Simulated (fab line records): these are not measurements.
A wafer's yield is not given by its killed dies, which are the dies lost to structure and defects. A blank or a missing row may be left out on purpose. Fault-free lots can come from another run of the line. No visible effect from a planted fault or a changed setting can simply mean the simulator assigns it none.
Lot-split experiment + flow n5 finfet + 21 wafers read across 7 lots, on a route 1938 steps long

## SPLIT DETAILS
At N5_SD_EPI_N_ETCH_16 (etches SiO2 in CHF3/O2, target depth 5 nm), the setting target depth a was moved away from the recipe's 50 angstrom on 8 of the 21 wafers read, by -5.5% to +12.0%. For the rest of the wafers, this setting stayed at what the recipe calls for.

The reading comes from the split's own step.

## THE READING
etch.depth nm (the simulator's own value, which no gauge read), in nm, at N5_SD_EPI_N_ETCH_16 (etches SiO2 in CHF3/O2, target depth 5 nm). The file gives no usual value for it. Across the 13 wafers here that went through the recipe, the average is 4.989 nm and the standard deviation 0.068 nm.

| wafer  | tool, chamber at the split | target depth a as run, angstrom | against the recipe | etch.depth nm, nm | against lot-mates on the recipe |
|--------|----------------------------|---------------------------------|--------------------|-------------------|---------------------------------|
| L075.3 | rie diel-05, 0             | 50                              | recipe             | 5.057             | -                               |
| L075.4 | rie diel-05, 2             | 50                              | recipe             | 4.988             | -                               |
| L075.5 | rie diel-05, 1             | 53.58                           | +7.2%              | 5.376             | +0.353                          |
| L076.1 | rie diel-04, 2             | 50                              | recipe             | 5.01              | -                               |
| L076.4 | rie diel-04, 1             | 50                              | recipe             | 5.047             | -                               |
| L076.6 | rie diel-04, 2             | 50                              | recipe             | 5.024             | -                               |
| L077.2 | rie diel-05, 0             | 50                              | recipe             | 4.998             | -                               |
| L077.3 | rie diel-05, 1             | 47.26                           | -5.5%              | 4.75              | -0.248                          |
| L077.6 | rie diel-05, 3             | 47.26                           | -5.5%              | 4.737             | -0.261                          |
| L078.1 | rie diel-05, 3             | 50                              | recipe             | 5.034             | -                               |
| L078.3 | rie diel-05, 2             | 51.78                           | +3.6%              | 5.231             | +0.197                          |
| L078.5 | rie diel-05, 3             | 51.78                           | +3.6%              | 5.224             | +0.190                          |
| L082.1 | rie diel-03, 3             | 55.75                           | +11.5%             | 5.413             | +0.577                          |
| L082.3 | rie diel-03, 2             | 50                              | recipe             | 4.835             | -                               |
| L082.5 | rie diel-03, 0             | 50                              | recipe             | 4.837             | -                               |
| L089.2 | rie diel-05, 3             | 56.02                           | +12.0%             | 5.641             | +0.641                          |
| L089.4 | rie diel-05, 2             | 50                              | recipe             | 4.987             | -                               |
| L089.6 | rie diel-05, 3             | 50                              | recipe             | 5.013             | -                               |
| L090.2 | rie diel-04, 1             | 50                              | recipe             | 5.029             | -                               |
| L090.5 | rie diel-04, 1             | 50                              | recipe             | 4.998             | -                               |
| L090.6 | rie diel-04, 2             | 53.19                           | +6.4%              | 5.212             | +0.198                          |

THE FIT
A straight line over all 21 wafers: etch.depth nm changes by +0.0464 nm for each +1% of target depth a; r = +0.95; the points scatter about the line by 0.073 nm.
The same after taking each lot's own level away (the mean of its wafers on the recipe; 21 wafers): +0.049 nm for each +1%; r = +0.99; scatter 0.033 nm.
The reading moves by 0.59 nm for the largest change in target depth a, on that fit.
Across the lots, their own levels run from 4.8360 to 5.0340 nm, a range of 2.9 times the standard deviation given above.
So the lot-to-lot level changes the slope little: the two slopes agree.
Check: with one of the wafers moved furthest among these (+12.0%) left out of the fit, the line predicts +0.568 nm for it against its lot-mates. Against them it came out at +0.641 nm.

## OTHER SPLITS ON THESE WAFERS
Note: prior to the reading, these wafers also went through further splits. Each is held against what the fit with the lots' levels taken away leaves over:
| other split on the same wafers                    | wafers away from the commonest value | r with etch.depth nm (lot level and that fit taken away) |
|---------------------------------------------------|--------------------------------------|----------------------------------------------------------|
| N5_PMOS_HMC_CHANNEL_EPI_EXPOSE_06 dose mj         | 13                                   | +0.10                                                    |
| N5_PMOS_HMC_CHANNEL_EPI_PEB_07 peb time s         | 4                                    | -0.15                                                    |
| N5_PMOS_HMC_CHANNEL_EPI_DEVELOP_08 develop time s | 6                                    | +0.56                                                    |
| N5_PMOS_HMC_CHANNEL_EPI_DESCUM_14 time s          | 10                                   | -0.01                                                    |
| N5_FIN_SAQP_FIN_ETCH_36 icp w                     | 8                                    | -0.04                                                    |
| N5_DUMMY_GATE_EXPOSE_12 dose mj                   | 8                                    | -0.07                                                    |
| N5_DUMMY_GATE_ETCH_37 source w                    | 8                                    | +0.12                                                    |
| N5_SD_EPI_N_ETCH_45 target depth a                | 8                                    | -0.06                                                    |

## THE FILE'S OWN FIT
etch.depth nm changes by +0.0491 nm for each +1% of target depth a, r = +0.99.
